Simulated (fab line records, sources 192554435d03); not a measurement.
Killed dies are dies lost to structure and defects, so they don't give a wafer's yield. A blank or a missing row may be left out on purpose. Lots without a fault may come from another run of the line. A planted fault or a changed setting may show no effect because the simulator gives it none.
fab line records | flow n5_finfet
record lots=4 wafers=12 last_day=16
route steps=1938 shown FIN_SAQP@126 FIN_CUT@154 STI_FIN_REVEAL@207 PASSIVATION@1936
lots that met no fault: from a run of the same line without faults
start_h: hours from the record's first day to the start of the lot's first wafer shown | wait_h: hours since the lot's step before | " the same as in the row above | L1.1+2: a row that stands for several wafers | - no value, or no start given | * or withheld: withheld | < > ~ a bound
route shown NAME@n: a module of which the file shows steps, and the number in the route of the first | usual: mean/standard deviation of fault-free wafers | same: alike in all rows | chamber/n: place in a boat | sites: the reading at each site | _std_site: their standard deviation | _edge_site: outer sites' mean less inner sites' | radius_mm: how far each site lies from the wafer's centre | mask NAME#n: copy n | behind: the tool/chamber that last shaped the wafer | hold: why the lot was held/for how many hours/how that ended | device: the transistor (n, p or np) that didn't switch | end of line: the same wafers' tests at the end of the route | a step without rows: its recipe alone | killed: dies lost to structure and defects at the first sort, not the wafer's yield | map: a wafer's dies, x killed, . not, _ none there
set.NAME: the setting as run; set.NAME@STEP: as run at that earlier step | model.NAME: the simulator's own value behind a step, which no gauge read
lots at some steps of the route; a table a step, a row a wafer
services: from which hour (start_h, from the record's first day; less than 0 if before it) a tool's chamber was out of use, for how many hours, and why
## steps
# step N5_FIN_SAQP_SPACER1_ETCHBACK_25
# recipe chemistry=CHF3/O2 mode=anisotropic_etchback target=SiO2 target_depth_a=244 time_s=12.2 pressure_mtorr=30 source_w=650 bias_w=170 Ar_flow_sccm=200 CHF3_flow_sccm=50 O2_flow_sccm=5 ion_energy_ev=200
# step N5_FIN_SAQP_MANDREL1_REMOVE_56
# recipe chemistry=HBr/Cl2/O2 bt_time_s=10 target=a-Si stop_on=SiNx endpoint=OES-SiCl over_etch_frac=1 icp_w=600 bias_w=22 HBr_flow_sccm=150 Cl2_flow_sccm=80 O2_flow_sccm=5 pressure_mtorr=10
# step N5_FIN_SAQP_ETCH_57
# recipe chemistry=CH3F/O2 target=SiNx mask_material=SiO2 target_depth_a=325 time_s=46.4 pressure_mtorr=30 source_w=395 bias_w=73 Ar_flow_sccm=150 CH3F_flow_sccm=30 O2_flow_sccm=20 ion_energy_ev=120 ends=cleared
# step N5_FIN_SAQP_ETCH_65
# recipe chemistry=CF4 target=SiO2 target_depth_a=40 ion_energy_ev=350 time_s=4.4 pressure_mtorr=10 icp_w=800 bias_w=400 cf4_flow_sccm=80
# step N5_FIN_SAQP_MANDREL_ETCH_58
# recipe chemistry=HBr/Cl2 target=a-Si target_depth_a=450 bt_time_s=10 stop_on=SiNx mask_material=SiO2 over_etch_frac=0.8 time_s=27 pressure_mtorr=10 icp_w=800 bias_w=75 HBr_flow_sccm=150 Cl2_flow_sccm=80 ends=end_point
# step N5_FIN_SAQP_RECESS_63
# recipe chemistry=HF/NH3 target=SiO2 target_depth_a=180 afs_cycles=3 temp_c=30 sublimation_temp_c=180 sublimation_time_s=60
# step N5_FIN_SAQP_COAT_68
# recipe resist=SOC temp_c=250 time_s=60 spin_rpm=1500 resist_thk_nm=100
# step N5_FIN_SAQP_ETCH_69
# recipe chemistry=N2/H2 target=SOC target_depth_a=1500 stop_on=SiNx ion_energy_ev=100 bias_w=61 pressure_mtorr=30 source_w=850 n2_flow_sccm=200 h2_flow_sccm=200
# step N5_FIN_SAQP_ETCH_67
# recipe chemistry=CH3F/O2 target=SiNx target_depth_a=300 mask_material=SOC pressure_mtorr=30 source_w=395 bias_w=73 Ar_flow_sccm=150 CH3F_flow_sccm=30 O2_flow_sccm=20 ion_energy_ev=120
# step N5_FIN_SAQP_STRIP_70
# recipe chemistry=N2/H2 power_w=500 temp_c=40 pressure_mtorr=50 rf_frequency_hz=6e+07 overash_fraction=0.3 bias_power_w=28 h2_frac=0.5 n2_flow_sccm=300 h2_flow_sccm=300
# step N5_FIN_SAQP_RECESS_71
# recipe chemistry=HF/NH3 target=SiO2 target_depth_a=30 afs_cycles=1 temp_c=30 sublimation_temp_c=180 sublimation_time_s=60
# step N5_FIN_SAQP_SPACER2_ALD_28
# recipe material=SiO2 target_thk_a=81 temp_c=300 ald_precursor_family=BDEAS ald_co_reactant=O2-plasma pulse_time_s=1 purge_time_s=2 co_reactant_purge_time_s=2 pressure_torr=2
# usual heater_power_w=472/41 precursor_pulse_height_rel=0.999/0.018
# columns lot.wafer tool chamber start_h wait_h heater_power_w precursor_pulse_height_rel model.SiO2_of_FIN_SAQP_SPACER2_ALD_28.thk_nm
L872.1 ald_sin-03 1 92.09 0.1 582 0.995 8.2
L872.3 " 0 " " 487 0.976 8
L872.6 " 1 " " 566 1.031 8.2
L873.1 ald_sin-03 3 98.07 0.1 410 1.003 8.2
L873.4 " 1 " " 587 1.009 8.2
L873.5 " 0 " " 484 0.992 10.8
L874.1 ald_sin-03 2 104.01 0.2 472 1.005 8
L874.2 " 1 " " 576 0.996 10.8
L874.4 " 0 " " 483 0.961 8
L883.1 ald_sin-04 3 157.40 0.1 495 1.002 8.2
L883.2 " 0 " " 455 0.982 8.2
L883.3 " 1 " " 462 1.011 8.2
# step N5_FIN_SAQP_SPACER2_ETCHBACK_29
# recipe chemistry=CHF3/O2 mode=anisotropic_etchback target=SiO2 target_depth_a=122 time_s=6.1 pressure_mtorr=30 source_w=650 bias_w=170 Ar_flow_sccm=200 CHF3_flow_sccm=50 O2_flow_sccm=5 ion_energy_ev=200
# step N5_FIN_SAQP_MANDREL2_REMOVE_60
# recipe chemistry=HBr/Cl2/O2 bt_time_s=10 target=a-Si stop_on=SiNx endpoint=OES-SiCl over_etch_frac=1 icp_w=600 bias_w=22 HBr_flow_sccm=150 Cl2_flow_sccm=80 O2_flow_sccm=5 pressure_mtorr=10
# usual O2_flow_sccm=4.999/0.016 drypump_motor_current_A=5.7/0.38 he_backside_leak_sccm=2.7/0.35 oes_product_au=1.000/0.018 throttle_valve_pct=36.8/0.36
# same bt_time_s=10
# columns lot.wafer tool chamber start_h wait_h O2_flow_sccm drypump_motor_current_A he_backside_leak_sccm oes_product_au rf_hours_counter_h throttle_valve_pct model.FIN_SAQP.cd_nm
L872.1 rie_si-05 1 92.50 0.1 4.994 4.8 2.4 1.030 92 37.5 8.2
L872.3 " 3 " " 4.975 5.9 2.8 1.026 126 36.7 8
L872.6 " 2 " " 4.989 5.6 2.7 0.985 - 37.2 8.4
L873.1 rie_si-01 1 98.56 0.1 5.011 5.7 2.8 1.031 189 36.5 8.2
L873.4 " 0 " " 4.991 5.8 2.4 0.995 2 36.8 8.2
L873.5 " 1 " " 5.018 5.7 2.9 1.025 - 36.5 10.8
L874.1 rie_si-04 1 104.44 0.1 4.989 6.1 2.7 0.978 44 36.4 8.2
L874.2 " 0 " " 5.004 6.1 2.6 1.030 74 36.9 11
L874.4 " 3 " " 4.978 5.7 3.6 0.992 184 36.7 8
L883.1 rie_si-04 0 157.84 0.1 4.956 6.1 2.7 1.035 75 36.9 8
L883.2 " 3 " " 5.001 5.6 3.5 0.998 185 36.7 8.2
L883.3 " 2 " " 5.010 5.3 2.9 1.004 36 37.2 8.2
# step N5_FIN_SAQP_CD_MEAS_31
# recipe target_cd_nm=8 landing_energy_ev=1000 detector=se_inlens polarity=line
# usual cd_nm=8.15/0.21
# columns lot.wafer tool chamber start_h wait_h cd_nm
L872.1 cd_sem-03 0 92.61 0.1 7.99
L872.3 " 0 " " 7.97
L872.6 " 0 " " 8.40
L873.1 cd_sem-02 0 98.67 0.1 8.24
L873.4 " 0 " " 7.91
L873.5 " 0 " " 10.75
L874.1 cd_sem-01 0 104.55 0.1 8.32
L874.2 " 0 " " 10.88
L874.4 " 0 " " 7.90
L883.1 cd_sem-01 0 157.95 0.1 8.05
L883.2 " 0 " " 8.59
L883.3 " 0 " " 8.46
# step N5_FIN_SAQP_HM_OPEN_33
# recipe chemistry=CH3F/O2 target=SiNx mask_material=SiO2 target_depth_a=494 time_s=70.6 pressure_mtorr=30 source_w=395 bias_w=73 Ar_flow_sccm=150 CH3F_flow_sccm=30 O2_flow_sccm=20 ion_energy_ev=120 ends=cleared
# step N5_FIN_SAQP_ETCH_34
# recipe chemistry=C4F6/O2 target=SiO2 target_depth_a=450 time_s=15 ion_energy_ev=250 pressure_mtorr=30 source_w=345 bias_w=185 Ar_flow_sccm=300 C4F6_flow_sccm=10 O2_flow_sccm=10 ends=cleared
# step N5_FIN_SAQP_STRIP_77
# recipe chemistry=N2/H2 time_s=90 power_w=100 temp_c=40 pressure_mtorr=100 rf_frequency_hz=6e+07 bias_power_w=3 n2_flow_sccm=300 h2_flow_sccm=300
# step N5_FIN_SAQP_HM_CD_35
# recipe target_cd_nm=8 polarity=line
# usual cd_nm=8.17/0.24
# columns lot.wafer tool chamber start_h wait_h cd_nm
L872.1 cd_sem-02 - 92.87 0.1 7.83
L872.3 " - " " 7.75
L872.6 " - " " 8.29
L873.1 cd_sem-01 - 99.06 0.1 8.45
L873.4 " - " " 8.30
L873.5 " - " " 10.69
L874.1 cd_sem-01 - 104.94 0.1 7.96
L874.2 " - " " 10.99
L874.4 " - " " 8.08
L883.1 cd_sem-03 - 158.22 0.1 8.14
L883.2 " - " " 8.30
L883.3 " - " " 8.15
# step N5_FIN_SAQP_ETCH_64
# recipe chemistry=CF4 target=SiO2 target_depth_a=15 ion_energy_ev=350 pressure_mtorr=10 icp_w=800 bias_w=400 cf4_flow_sccm=80
# step N5_FIN_SAQP_FIN_ETCH_36
# recipe chemistry=HBr/Cl2/O2 target_depth_a=1200 mask_material=SiNx time_s=50.4 bias_w=102 pressure_mtorr=10 icp_w=800 HBr_flow_sccm=150 Cl2_flow_sccm=80 O2_flow_sccm=12
# usual O2_flow_sccm=11.99/0.034 drypump_motor_current_A=5.7/0.4 he_backside_leak_sccm=2.8/0.39 oes_product_au=1.001/0.021 throttle_valve_pct=36.1/0.45
# columns lot.wafer tool chamber start_h wait_h O2_flow_sccm drypump_motor_current_A he_backside_leak_sccm oes_product_au rf_hours_counter_h throttle_valve_pct model.FIN_SAQP.cd_nm
L872.1 rie_si-01 2 92.94 0.0 11.99 5.9 2.4 0.998 72 36.5 7.8
L872.3 " 3 " " 12.00 5.5 2.7 0.988 99 35.8 7.8
L872.6 " 1 " " 11.97 5.7 2.5 1.035 - 35.8 8.2
L873.1 rie_si-04 1 99.12 0.0 11.98 6.2 2.8 0.976 44 35.8 8.4
L873.4 " 2 " " 12.00 5.3 2.8 0.970 35 36.6 8.2
L873.5 " 2 " " 11.97 5.3 2.8 0.972 - 36.6 10.8
L874.1 rie_si-05 1 105.01 0.0 12.00 4.8 2.6 1.014 92 36.8 8
L874.2 " 0 " " 11.95 6.2 2.7 1.023 149 35.2 11.2
L874.4 " 2 " " 11.98 5.6 2.8 0.989 194 36.6 8.2
L883.1 rie_si-05 3 158.29 0.0 11.99 5.9 3.0 1.021 127 36.0 8
L883.2 " 1 " " 11.97 4.8 2.5 1.027 93 36.8 8.2
L883.3 " 0 " " 12.05 6.2 2.7 1.025 150 35.2 8.4
# step N5_FIN_SAQP_CD_MEAS_37
# recipe target_cd_nm=8 polarity=line
# usual cd_nm=8.16/0.28
# columns lot.wafer tool chamber start_h wait_h cd_nm
L872.1 cd_sem-03 - 93.06 0.1 7.95
L872.3 " - " " 7.60
L872.6 " - " " 8.16
L873.1 cd_sem-01 - 99.24 0.1 8.42
L873.4 " - " " 8.50
L873.5 " - " " 11.23
L874.1 cd_sem-01 - 105.13 0.1 7.77
L874.2 " - " " 11.05
L874.4 " - " " 8.14
L883.1 cd_sem-01 - 158.41 0.1 8.00
L883.2 " - " " 8.38
L883.3 " - " " 8.61
# step N5_FIN_SAQP_PRECLEAN_38
# recipe chemistry=O3/DIW time_s=45 temp_c=22 o3_ppm=10
# step N5_FIN_SAQP_PRECLEAN_45
# recipe chemistry=dHF time_s=10 dilution=500:1 temp_c=25
# step N5_FIN_SAQP_SRD_39
# recipe dry=ipa_marangoni time_s=30 temp_c=23 rinse_liquid=diw
# step N5_FIN_CUT_COAT_18
# recipe resist=SOC temp_c=250 time_s=60 spin_rpm=1500 resist_thk_nm=230
# step N5_FIN_CUT_COAT_19
# recipe resist=SiARC temp_c=220 time_s=60 spin_rpm=1500 resist_thk_nm=20
# step N5_FIN_CUT_COAT_29
# recipe resist=underlayer temp_c=205 time_s=60 spin_rpm=1500 resist_thk_nm=10
# step N5_FIN_CUT_COAT_02
# recipe resist=CAR-EUV spin_rpm=1500 resist_thk_nm=30
# step N5_FIN_CUT_EBR_04
# recipe solvent=PGMEA ebr_width_mm=1.5
# step N5_FIN_CUT_SOFTBAKE_03
# recipe temp_c=110 time_s=60 resist=CAR-EUV
# step N5_FIN_CUT_EXPOSE_05
# recipe mask_id=FIN_CUT na=0.33 source_shape=annular sigma_inner=0.35 sigma_outer=0.8 polarization=unpolarized dose_mj=45.75
# step N5_FIN_CUT_PEB_06
# recipe peb_temp_c=100 peb_time_s=60 resist=CAR-EUV
# step N5_FIN_CUT_DEVELOP_07
# recipe develop_time_s=30 developer=TMAH resist=CAR-EUV rinse_liquid=surfactant_rinse dry=air_spin dev_temp_c=23
# step N5_FIN_CUT_DESCUM_13
# recipe chemistry=O2 time_s=7 source_power_w=50 bias_power_w=20 pressure_mtorr=20 rf_frequency_hz=2.712e+07 temp_c=40 resist=CAR-EUV o2_flow_sccm=225
# step N5_FIN_CUT_ETCH_30
# recipe chemistry=N2/H2 target=underlayer target_depth_a=130 mask_material=CAR-EUV time_s=10.4 ion_energy_ev=200 pressure_mtorr=30 source_w=840 bias_w=150 n2_flow_sccm=200 h2_flow_sccm=200 ends=cleared
# step N5_STI_FIN_REVEAL_CD_MEAS_22
# recipe target_cd_nm=6.238 pitch_nm=28 polarity=line
# usual cd_nm=6.3/0.3
# columns lot.wafer tool chamber start_h wait_h cd_nm
L872.1 cd_sem-03 - 103.87 0.0 6.0
L872.3 " - " " 6.2
L872.6 " - " " 6.3
L873.1 cd_sem-01 - 109.54 0.0 6.6
L873.4 " - " " 6.5
L873.5 " - " " 9.2
L874.1 cd_sem-02 - 115.55 0.0 6.2
L874.2 " - " " 9.4
L874.4 " - " " 6.2
L883.1 cd_sem-01 - 168.64 0.0 5.9
L883.2 " - " " 6.1
L883.3 " - " " 6.5
# step N5_PASSIVATION_PROBE_49
# usual killed_at_M0_to_M3=32/9.3 killed_at_M4_up=14/4.9 killed_at_contacts=15/7.5 killed_at_front_end=40/11 killed_at_other=4/3.3 killed_dies=104/17 killed_open=68/14 killed_short=33/7.9
# same gross_dies=1180 killed_at_back_side=0
# columns lot.wafer tool chamber start_h wait_h killed_at_M0_to_M3 killed_at_M4_up killed_at_contacts killed_at_front_end killed_at_other killed_dies killed_open killed_short
L873.5 prober-01 - 324.26 0.2 36 9 12 60 0 117 77 39
L874.1 prober-02 - 346.06 0.0 27 16 20 52 10 125 81 41
L874.4 prober-02 - 346.21 0.2 47 25 23 65 4 164 106 44
# killed by level:class
L873.5 FIN_SAQP:geometric_particle:open=11 MOL_CONTACT_COAG:geometric_particle:open=9 BEOL_M0_SAQP:geometric_particle:open=9 FIN_SAQP:geometric_particle:short=7 BEOL_M0:geometric_particle:open=7 SPACER0:geometric_particle:open=6 STI_FIN_REVEAL:geometric_particle:open=6 SPACER0:geometric_particle:short=6
L874.1 MOL_CONTACT_COAG:geometric_particle:open=16 STI_FIN_REVEAL:geometric_particle:open=10 BEOL_M4:geometric_particle:open=10 GATE_CUT:geometric_particle:short=9 FIN_SAQP:geometric_particle:open=8 STI_FIN_REVEAL:geometric_particle:short=7 BEOL_M0_SAQP:geometric_particle:open=6 BEOL_M2:geometric_particle:open=5
L874.4 MOL_CONTACT_COAG:geometric_particle:open=17 HKMG_FIN:area_etch=14 BEOL_M3:geometric_particle:open=13 BEOL_M4:geometric_particle:open=12 STI_FIN_REVEAL:geometric_particle:open=11 BEOL_M2:geometric_particle:open=10 BEOL_M0_SAQP:geometric_particle:short=7 FIN_SAQP:geometric_particle:open=6
## services
# columns tool chamber start_h hours kind
rie_si-04 0 69.89 12.7 repair
ald_sin-04 - 85.53 14.0 pm
ald_sin-04 0 85.53 14.0 vent_cycle
ald_sin-04 1 85.53 14.0 vent_cycle
ald_sin-04 2 85.53 14.0 vent_cycle
ald_sin-04 3 85.53 14.0 vent_cycle
ald_sin-04 0 99.53 - clean
ald_sin-04 1 99.53 - clean
ald_sin-04 2 99.53 - clean
ald_sin-04 3 99.53 - clean
rie_si-05 - 105.23 0.3 repair
rie_si-01 0 141.09 1.6 repair
ald_sin-03 0 149.07 8.7 repair
rie_si-05 2 149.22 - clean
rie_si-05 2 149.22 12.1 scheduled_down
rie_si-05 2 149.22 12.1 vent_cycle
rie_si-05 0 151.76 5.6 repair
## key
first_sign step=N5_FIN_SAQP_CD_MEAS_31 reading=cd_nm direction=up sigmas=12 usual=8.15 struck=10.81
effect step=N5_FIN_SAQP_HM_CD_35 reading=cd_nm direction=up sigmas=11 usual=8.17 struck=10.84
effect step=N5_FIN_SAQP_CD_MEAS_37 reading=cd_nm direction=up sigmas=11 usual=8.16 struck=11.14
effect step=N5_STI_FIN_REVEAL_CD_MEAS_22 reading=cd_nm direction=up sigmas=10 usual=6.3 struck=9.3
model_effect step=N5_FIN_SAQP_SPACER2_ALD_28 value=SiO2_of_FIN_SAQP_SPACER2_ALD_28.thk_nm without=8.1 struck=10.8
model_effect step=N5_FIN_SAQP_MANDREL2_REMOVE_60 value=FIN_SAQP.cd_nm without=8.2 struck=10.9
model_effect step=N5_FIN_SAQP_FIN_ETCH_36 value=FIN_SAQP.cd_nm without=8.3 struck=11
met_at N5_FIN_SAQP_SPACER2_ALD_28
struck_wafers L873.5,L874.2
tester_left_out L873,L874
baseline_loss step=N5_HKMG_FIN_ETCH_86 wafers=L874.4
onset_between 92.09 98.07
fault kind=process_parameter_drift tool=ald_sin-03 chamber=- onset_h=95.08 steps=N5_FIN_SAQP_SPACER2_ALD_28 channel=target_thk_a offset=* shape=step end_h=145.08 scope=struck_wafers_only acts_in=* stated=*
# tester_left_out: of these lots the tester's yield and bins aren't shown, on N5 and GAA mostly nor the transistor test; their killed dies are dies lost to structure and defects alone, not to doping, threshold or leakage, so they don't give the yield
# baseline_loss: these wafers lose ten dies or more at that step, a loss of the line's own and not of a fault; the sort's usual values leave them out
